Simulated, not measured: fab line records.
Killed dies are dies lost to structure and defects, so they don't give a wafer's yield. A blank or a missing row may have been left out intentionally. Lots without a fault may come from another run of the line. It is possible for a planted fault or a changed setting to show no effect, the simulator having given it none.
The tool behind it: which one? || flow nand-harc || 13 lots with 39 wafers sampled at 5 steps, on a route of 1159 steps

== WHAT THE GAUGES READ, wafer by wafer ==
NHARC_A_M1_THK_MEAS_24: measures by xrf. Usual: thk-nm at 154.7 nm, with a standard deviation of 1.4.
{"lot": "L952", "measured": "day 18 05:44", "on": "film-metro-01", "thk-nm (nm)": "153.3 153.6 154.1", "flag": ""}
{"lot": "L951", "measured": "day 18 08:50", "on": "film-metro-02", "thk-nm (nm)": "154.1 155.3 154.8", "flag": ""}
{"lot": "L954", "measured": "day 18 20:04", "on": "film-metro-01", "thk-nm (nm)": "155.2 157.7 155.4", "flag": ""}
{"lot": "L955", "measured": "day 19 00:25", "on": "film-metro-02", "thk-nm (nm)": "154.9 157.3 152.6", "flag": ""}
{"lot": "L950", "measured": "day 19 08:53", "on": "film-metro-02", "thk-nm (nm)": "155.7 155.2 151.7", "flag": ""}
{"lot": "L960", "measured": "day 21 00:37", "on": "film-metro-01", "thk-nm (nm)": "153.7 158.2 156.2", "flag": ""}
{"lot": "L964", "measured": "day 21 05:05", "on": "film-metro-02", "thk-nm (nm)": "153.1 153.7 153.6", "flag": ""}
{"lot": "L963", "measured": "day 21 06:05", "on": "film-metro-02", "thk-nm (nm)": "154.8 154.2 156.8", "flag": ""}
{"lot": "L966", "measured": "day 22 06:43", "on": "film-metro-02", "thk-nm (nm)": "154.5 155.4 153.9", "flag": ""}
{"lot": "L970", "measured": "day 22 07:53", "on": "film-metro-01", "thk-nm (nm)": "155.8 152.2 153.1", "flag": ""}
{"lot": "L968", "measured": "day 22 15:04", "on": "film-metro-02", "thk-nm (nm)": "156.2 156.7 154.7", "flag": ""}
{"lot": "L969", "measured": "day 22 15:22", "on": "film-metro-02", "thk-nm (nm)": "155.7 156.6 157.8", "flag": ""}
{"lot": "L972", "measured": "day 23 03:02", "on": "film-metro-02", "thk-nm (nm)": "156.6 155.2 153.8", "flag": ""}

NHARC_A_BONDPAD_CD_MEAS_13. Usual: cd-nm at 499.6 nm, with a standard deviation of 1.8.
{"lot": "L952", "measured": "day 18 08:23", "on": "cd-sem-01", "cd-nm (nm)": "498.2 496.9 496.3", "flag": ""}
{"lot": "L951", "measured": "day 18 11:20", "on": "cd-sem-01", "cd-nm (nm)": "498.5 500.3 498.2", "flag": ""}
{"lot": "L954", "measured": "day 18 22:42", "on": "cd-sem-02", "cd-nm (nm)": "499.2 502.3 500.4", "flag": ""}
{"lot": "L955", "measured": "day 19 02:59", "on": "cd-sem-01", "cd-nm (nm)": "497.8 496.9 498.7", "flag": ""}
{"lot": "L950", "measured": "day 19 11:31", "on": "cd-sem-01", "cd-nm (nm)": "503.4 498.1 500.2", "flag": ""}
{"lot": "L960", "measured": "day 21 03:23", "on": "cd-sem-03", "cd-nm (nm)": "502.6 500.2 499.6", "flag": ""}
{"lot": "L964", "measured": "day 21 07:43", "on": "cd-sem-03", "cd-nm (nm)": "497.6 499.5 501.2", "flag": ""}
{"lot": "L963", "measured": "day 21 09:37", "on": "cd-sem-02", "cd-nm (nm)": "500.7 499.5 501.4", "flag": ""}
{"lot": "L966", "measured": "day 22 09:12", "on": "cd-sem-02", "cd-nm (nm)": "498.4 499.7 501.7", "flag": ""}
{"lot": "L970", "measured": "day 22 10:34", "on": "cd-sem-02", "cd-nm (nm)": "499.0 496.4 499.4", "flag": ""}
{"lot": "L968", "measured": "day 22 17:42", "on": "cd-sem-02", "cd-nm (nm)": "499.1 499.9 496.1", "flag": ""}
{"lot": "L969", "measured": "day 22 17:59", "on": "cd-sem-03", "cd-nm (nm)": "498.6 498.5 498.4", "flag": ""}
{"lot": "L972", "measured": "day 23 05:41", "on": "cd-sem-01", "cd-nm (nm)": "498.9 500.6 504.0", "flag": ""}

NHARC_END_SORT_01. Usual: defect-limited-yield 96.2 %, standard deviation 1.3; killed-at-array 21, standard deviation 8.9; killed-at-other 0.8, standard deviation 1.3; killed-at-periphery 3.6, standard deviation 2.4; killed-dies 26, standard deviation 8.9; killed-open 3.1, standard deviation 1.8; killed-short 1.9, standard deviation 1.3; sort_bin_2_pct 1.2 %, standard deviation 0.54; sort_bin_3_pct 0.21 %, standard deviation 0.17; sort_bin_4_pct 2.4 %, standard deviation 0.91; sort-n-pass 651, standard deviation 8.9; sort-rim-yield-pct 95.0 %, standard deviation 2.8; sort-yield-pct 96.2 %, standard deviation 1.3.
{"lot": "L972", "measured": "day 24 16:11", "on": "prober-02", "defect-limited-yield (%)": "95.7 96.0 96.6", "killed-at-array": "25 22 19", "killed-at-other": "0 0 0", "killed-at-periphery": "4 5 4", "killed-dies": "29 27 23", "killed-open": "3 6 4", "killed-short": "4 1 3", "sort_bin_2_pct (%)": "1.6 1.8 0.9", "sort_bin_3_pct (%)": "0.15 0 0.15", "sort_bin_4_pct (%)": "2.5 2.2 2.4", "sort-n-pass": "648 650 654", "sort-rim-yield-pct (%)": "97.2 91.5 96.2", "sort-yield-pct (%)": "95.7 96.0 96.6", "flag": ""}

== WHAT TOOL EACH LOT RAN ON (gives the tool, then ch and the chambers of the sampled wafers, and finally the start) ==
{"lot": "L952", "NHARC_THIN_TSV_ETCHBACK_48": "rie-diel-04 ch 0,1,3, day 19 01:37", "NHARC_THIN_TSV_CMP_21": "cmp-02 ch 1,2, day 19 03:40"}
{"lot": "L951", "NHARC_THIN_TSV_ETCHBACK_48": "rie-diel-04 ch 2,3, day 19 02:35", "NHARC_THIN_TSV_CMP_21": "cmp-03 ch 0,1,3, day 19 04:40"}
{"lot": "L954", "NHARC_THIN_TSV_ETCHBACK_48": "rie-diel-09 ch 0,3, day 19 18:07", "NHARC_THIN_TSV_CMP_21": "cmp-02 ch 1,2,3, day 19 20:16"}
{"lot": "L955", "NHARC_THIN_TSV_ETCHBACK_48": "rie-diel-09 ch 1,2, day 19 19:20", "NHARC_THIN_TSV_CMP_21": "cmp-02 ch 0,1, day 19 21:25"}
{"lot": "L950", "NHARC_THIN_TSV_ETCHBACK_48": "rie-diel-12 ch 1,2,3, day 20 04:41", "NHARC_THIN_TSV_CMP_21": "cmp-02 ch 0,1,2, day 20 06:44"}
{"lot": "L960", "NHARC_THIN_TSV_ETCHBACK_48": "rie-diel-12 ch 0,1,2, day 21 22:49", "NHARC_THIN_TSV_CMP_21": "cmp-02 ch 2,3, day 22 00:51"}
{"lot": "L964", "NHARC_THIN_TSV_ETCHBACK_48": "rie-diel-09 ch 0,1,2, day 21 23:47", "NHARC_THIN_TSV_CMP_21": "cmp-02 ch 0,1,3, day 22 01:55"}
{"lot": "L963", "NHARC_THIN_TSV_ETCHBACK_48": "rie-diel-09 ch 0,1,3, day 22 02:56", "NHARC_THIN_TSV_CMP_21": "cmp-01 ch 0,1,3, day 22 04:58"}
{"lot": "L966", "NHARC_THIN_TSV_ETCHBACK_48": "rie-diel-12 ch 1,2, day 23 02:22", "NHARC_THIN_TSV_CMP_21": "cmp-03 ch 0,1, day 23 04:26"}
{"lot": "L970", "NHARC_THIN_TSV_ETCHBACK_48": "rie-diel-04 ch 1,2,3, day 23 03:33", "NHARC_THIN_TSV_CMP_21": "cmp-02 ch 1,2,3, day 23 05:50"}
{"lot": "L968", "NHARC_THIN_TSV_ETCHBACK_48": "rie-diel-12 ch 0,2,3, day 23 09:11", "NHARC_THIN_TSV_CMP_21": "cmp-03 ch 1,2,3, day 23 11:14"}
{"lot": "L969", "NHARC_THIN_TSV_ETCHBACK_48": "rie-diel-12 ch 1,2,3, day 23 12:05", "NHARC_THIN_TSV_CMP_21": "cmp-01 ch 1,2,3, day 23 14:11"}
{"lot": "L972", "NHARC_THIN_TSV_ETCHBACK_48": "rie-diel-04 ch 0,1,3, day 23 21:35", "NHARC_THIN_TSV_CMP_21": "cmp-02 ch 0,2,3, day 23 23:42"}
- NHARC_THIN_TSV_ETCHBACK_48: etches the open film in C4F8/Ar, target depth 1028.5 nm, time 405.17 s.
- NHARC_THIN_TSV_CMP_21: polishes, t overpolish 30 s, target thk 2000 nm.

== WHAT THE TOOLS THEMSELVES READ (means of the sampled wafers that have a number; where no wafer has one, the mark that the record gives instead) ==
NHARC_THIN_TSV_ETCHBACK_48. Usual: oes-product-au 0.937 a.u., standard deviation 0.03; rf-vpp-V 544.6 V, standard deviation 2.8.
{"lot": "L952", "tool": "rie-diel-04", "oes-product-au (a.u.)": 0.918, "rf-vpp-V (V)": 546.1, "flag": ""}
{"lot": "L951", "tool": "rie-diel-04", "oes-product-au (a.u.)": 0.923, "rf-vpp-V (V)": 541.6, "flag": ""}
{"lot": "L954", "tool": "rie-diel-09", "oes-product-au (a.u.)": 0.998, "rf-vpp-V (V)": 544.3, "flag": ""}
{"lot": "L955", "tool": "rie-diel-09", "oes-product-au (a.u.)": 1.000, "rf-vpp-V (V)": 545.0, "flag": ""}
{"lot": "L950", "tool": "rie-diel-12", "oes-product-au (a.u.)": 0.916, "rf-vpp-V (V)": 545.1, "flag": ""}
{"lot": "L960", "tool": "rie-diel-12", "oes-product-au (a.u.)": 0.916, "rf-vpp-V (V)": 544.0, "flag": ""}
{"lot": "L964", "tool": "rie-diel-09", "oes-product-au (a.u.)": 0.989, "rf-vpp-V (V)": 545.2, "flag": ""}
{"lot": "L963", "tool": "rie-diel-09", "oes-product-au (a.u.)": 0.938, "rf-vpp-V (V)": 545.4, "flag": ""}
{"lot": "L966", "tool": "rie-diel-12", "oes-product-au (a.u.)": 0.916, "rf-vpp-V (V)": 544.3, "flag": ""}
{"lot": "L970", "tool": "rie-diel-04", "oes-product-au (a.u.)": 0.990, "rf-vpp-V (V)": 542.4, "flag": ""}
{"lot": "L968", "tool": "rie-diel-12", "oes-product-au (a.u.)": 0.936, "rf-vpp-V (V)": 543.9, "flag": ""}
{"lot": "L969", "tool": "rie-diel-12", "oes-product-au (a.u.)": 0.916, "rf-vpp-V (V)": 543.2, "flag": ""}
{"lot": "L972", "tool": "rie-diel-04", "oes-product-au (a.u.)": 0.933, "rf-vpp-V (V)": 545.8, "flag": ""}

NHARC_THIN_TSV_CMP_21. Usual: motor-current-A 12.0 A, standard deviation 1.4; overpolish-run-s 30.001 s, standard deviation 0.0079.
{"lot": "L952", "tool": "cmp-02", "motor-current-A (A)": 12.1, "overpolish-run-s (s)": 30.012, "flag": ""}
{"lot": "L951", "tool": "cmp-03", "motor-current-A (A)": 12.8, "overpolish-run-s (s)": 29.998, "flag": ""}
{"lot": "L954", "tool": "cmp-02", "motor-current-A (A)": 12.1, "overpolish-run-s (s)": 29.998, "flag": ""}
{"lot": "L955", "tool": "cmp-02", "motor-current-A (A)": 10.5, "overpolish-run-s (s)": 29.998, "flag": ""}
{"lot": "L950", "tool": "cmp-02", "motor-current-A (A)": 11.7, "overpolish-run-s (s)": 30.007, "flag": ""}
{"lot": "L960", "tool": "cmp-02", "motor-current-A (A)": 12.5, "overpolish-run-s (s)": 29.996, "flag": ""}
{"lot": "L964", "tool": "cmp-02", "motor-current-A (A)": 10.8, "overpolish-run-s (s)": 30.000, "flag": ""}
{"lot": "L963", "tool": "cmp-01", "motor-current-A (A)": 12.4, "overpolish-run-s (s)": 30.005, "flag": ""}
{"lot": "L966", "tool": "cmp-03", "motor-current-A (A)": 13.8, "overpolish-run-s (s)": 29.995, "flag": ""}
{"lot": "L970", "tool": "cmp-02", "motor-current-A (A)": 11.8, "overpolish-run-s (s)": 30.004, "flag": ""}
{"lot": "L968", "tool": "cmp-03", "motor-current-A (A)": 12.5, "overpolish-run-s (s)": 30.000, "flag": ""}
{"lot": "L969", "tool": "cmp-01", "motor-current-A (A)": 12.4, "overpolish-run-s (s)": 29.994, "flag": ""}
{"lot": "L972", "tool": "cmp-02", "motor-current-A (A)": 11.2, "overpolish-run-s (s)": 30.000, "flag": ""}

== THE ANSWER, worked out from the rows above alone ==
Rule: take the mean of a lot's wafers that have a number; if it is more than 3 standard deviations from the usual mean, the lot is off. A lot without any number at a reading at which 4 lots or more have one is off too. Where the step has rows for the other lots, those lots are counted as sound. After the gauges, taken in route order, come the tools' own readings; for these a lot's mean is taken, as printed above. The first step at which some lot is off is used, and at that step the reading that is off furthest; a lot without a number counts as furthest.
Nothing can be told from this: no lot is off at any reading shown.

== WHAT HAD BEEN PUT IN BY THE SIMULATOR ==
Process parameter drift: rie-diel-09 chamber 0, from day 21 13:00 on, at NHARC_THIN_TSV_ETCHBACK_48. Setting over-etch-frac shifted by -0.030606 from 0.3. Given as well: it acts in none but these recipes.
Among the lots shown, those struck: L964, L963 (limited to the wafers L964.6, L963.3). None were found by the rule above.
